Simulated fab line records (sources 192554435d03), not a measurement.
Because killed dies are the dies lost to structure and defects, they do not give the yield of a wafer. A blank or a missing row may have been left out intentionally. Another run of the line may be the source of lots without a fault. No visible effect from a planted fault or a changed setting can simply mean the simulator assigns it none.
Which tool was responsible? | flow n5-finfet | 12 lots, 33 wafers sampled, at 1 step of a route of 1938

WHAT THE GAUGES READ, wafer by wafer
N5_ZERO_LAYER_CD_MEAS_11: the cd target is 2000 nm.
lot  | measured    | on        | cd-nm (nm)
L725 | day 1 18:40 | cd-sem-03 | 1997.4 2000.6
L727 | day 2 06:47 | cd-sem-02 | 2000.7 2000.3
L729 | day 2 18:47 | cd-sem-01 | 1997.3 2002.0
L730 | day 3 00:47 | cd-sem-03 | 1997.0 1998.1 2001.3
L732 | day 3 12:46 | cd-sem-03 | 2002.2 2000.6 2002.1
L733 | day 3 18:40 | cd-sem-01 | 2003.2 1996.4 1998.6
L735 | day 4 06:46 | cd-sem-01 | 1996.1 1998.4 2002.6
L737 | day 4 18:46 | cd-sem-02 | 2000.1 1997.7 1998.1
L738 | day 5 00:46 | cd-sem-02 | 1998.6 2002.8 2000.8
L740 | day 5 12:46 | cd-sem-03 | 1998.7 1998.0 2001.7
L745 | day 6 18:38 | cd-sem-02 | 2000.9 1998.4 1996.8
L747 | day 7 06:38 | cd-sem-03 | 2004.5 2004.1 1996.9

WHICH TOOL RAN EACH LOT (tool, then ch and the chambers of the sampled wafers, then the start)
The record holds no process step before these readings.

WHAT THE TOOLS THEMSELVES READ (means of the sampled wafers that have a number; where no wafer has one, the mark that the record gives instead)
The record holds no such reading with a usual standard deviation.

THE ANSWER, worked out from the rows above alone
Rule: what is usual is taken from the lots themselves. The widest of any qualifying gaps counts: lots, ordered by their means at a reading, are off when they make up no more than a third of the lots, leave a main group of 4 or more, and stand apart from it by 3 or more times the standard deviation of that group's means. Not used: any main group whose means are identical at the precision the tables above print for the reading. Also off: a lot with no number at a reading for which 4 or more lots have one. The other lots that the step has rows for count as sound. Order of review: gauges by route order, followed by the tools' own readings, for which a lot's mean as printed above is used. At the first step where some lot is off, the reading lying furthest off is the one used; lots without a number count as furthest.
No lot is off on any of the readings shown, so nothing can be concluded from this.

WHAT THE SIMULATOR HAD PUT IN
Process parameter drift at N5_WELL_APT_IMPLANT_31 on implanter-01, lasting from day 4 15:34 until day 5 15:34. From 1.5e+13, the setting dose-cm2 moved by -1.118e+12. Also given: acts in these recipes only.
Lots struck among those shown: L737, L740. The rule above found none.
